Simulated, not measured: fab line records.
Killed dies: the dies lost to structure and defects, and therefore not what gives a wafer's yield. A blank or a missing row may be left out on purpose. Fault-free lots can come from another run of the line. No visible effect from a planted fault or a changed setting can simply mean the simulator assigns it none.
Chamber matching + flow n5 finfet + N5_HKMG_FIN_PWFM_ALD_03 on ald metal-02: 4 sister chambers
The step deposits TiN, target thk 2 nm, pulse time 1 s, purge time 3 s. 4 wafers are shown with their chamber, then 8 later ones without.

EACH WAFER AND ITS CHAMBER
| wafer  | chamber | heater power w (W) |
|--------|---------|--------------------|
| L077.6 | 1       | 798                |
| L083.5 | 2       | 905                |
| L083.6 | 3       | 1076               |
| L085.3 | 0       | 913                |

WAFERS WHOSE CHAMBER IS MISSING
| wafer  | heater power w (W) |
|--------|--------------------|
| L085.5 | 791                |
| L085.6 | 905                |
| L093.3 | 905                |
| L093.4 | 906                |
| L093.6 | 916                |
| L095.2 | 1085               |
| L095.4 | 939                |
| L095.6 | 903                |

WHICH CHAMBER EACH WENT THROUGH
| wafer  | from the rows above     | in truth |
|--------|-------------------------|----------|
| L085.5 | 1                       | 1        |
| L085.6 | can't be placed: 2 or 0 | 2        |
| L093.3 | can't be placed: 2 or 0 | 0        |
| L093.4 | can't be placed: 2 or 0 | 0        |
| L093.6 | can't be placed: 0 or 2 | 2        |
| L095.2 | 3                       | 3        |
| L095.4 | can't be placed: 0 or 2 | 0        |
| L095.6 | can't be placed: 2 or 0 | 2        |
Correct placement for 2 of the 8. From these rows, 6 cannot be placed; in 6 the true chamber is one of the candidates. Placed wrongly: 0.
How it was worked out, from the rows above alone: a wafer's distance from a chamber is the root of the sum, over the readings, of the square of ((its reading less the chamber's mean) divided by the reading's scatter). The wafer belongs to the nearest chamber; if the next one is less than 2 further off, it can't be placed. A chamber's mean is the mean of its shown wafers. The scatter: root of mean squared gap, hidden wafer to nearest shown wafer, with one shown wafer a chamber.
